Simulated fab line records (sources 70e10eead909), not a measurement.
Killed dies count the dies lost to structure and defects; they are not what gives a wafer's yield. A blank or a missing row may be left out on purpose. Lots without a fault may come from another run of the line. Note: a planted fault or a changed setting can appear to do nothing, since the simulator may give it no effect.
Chamber matching | flow nand-harc | 4 sister chambers for NHARC_A_BLC_ALD_23 on ald-metal-01
The step deposits TiN, target thk 3 nm, pulse time 1 s, ald cycles 150. 16 wafers are shown with their chamber, then 8 later ones without.

== EACH WAFER AND ITS CHAMBER ==
wafer  | chamber | heater-power-w (W) | precursor-pulse-height-rel
L074.1 | 2       | 1048               | 1.005
L074.2 | 1       | 1113               | 1.020
L074.3 | 3       | 1129               | 1.010
L074.4 | 3       | 1139               | 0.967
L074.5 | 1       | 1124               | 1.018
L074.6 | 2       | 1020               | 1.010
L080.2 | 2       | 1000               | 1.026
L080.3 | 1       | 1187               | 0.984
L080.5 | 3       | 1147               | 1.018
L085.2 | 3       | 1112               | 0.994
L085.3 | 0       | 1227               | 1.016
L085.6 | 3       | 1091               | 0.997
L088.2 | 3       | 1096               | 0.989
L088.4 | 1       | 1141               | 1.014
L088.5 | 0       | 1198               | 1.009
L090.1 | 2       | 993                | 1.000

SIGNATURES, as means of the wafers listed above
reading                    | chamber 0 | chamber 1 | chamber 2 | chamber 3 | scatter within a chamber
heater-power-w             | 1212.50   | 1141.25   | 1015.25   | 1119.00   | 25.9
precursor-pulse-height-rel | 1.01250   | 1.00900   | 1.01025   | 0.99583   | 0.0154
Rule: a wafer's distance from a chamber is the root of the sum, over the readings, of the square of ((its reading less the chamber's mean) divided by the reading's scatter). If the next closest chamber is less than 2 further off than the closest, the wafer can't be placed; otherwise it belongs to the closest. The scatter: the root of (the sum of the squares of (reading less its chamber's mean) over the shown wafers, divided by (wafers less chambers)).

== WAFERS MISSING THEIR CHAMBER ==
wafer  | heater-power-w (W) | precursor-pulse-height-rel
L090.3 | 1135               | 1.030
L090.4 | 1153               | 1.001
L095.2 | 1050               | 1.023
L095.4 | 1137               | 0.998
L095.5 | 1073               | 0.998
L097.1 | 1186               | 0.963
L097.3 | 1053               | 1.043
L097.5 | 1158               | 0.979

== EACH ONE'S CHAMBER ==
wafer  | from the rows above          | in truth
L090.3 | can't be placed: 1 or 3 or 0 | 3
L090.4 | can't be placed: 1 or 3 or 0 | 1
L095.2 | can't be placed: 2 or 3      | 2
L095.4 | can't be placed: 3 or 1      | 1
L095.5 | can't be placed: 3 or 2 or 1 | 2
L097.1 | can't be placed: 3 or 0 or 1 | 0
L097.3 | can't be placed: 2 or 3 or 1 | 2
L097.5 | can't be placed: 3 or 1 or 0 | 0
Correct placement for 0 of the 8. Not placeable from these rows: 8 (in 8, the candidates include the true chamber). Placed wrongly: 0.
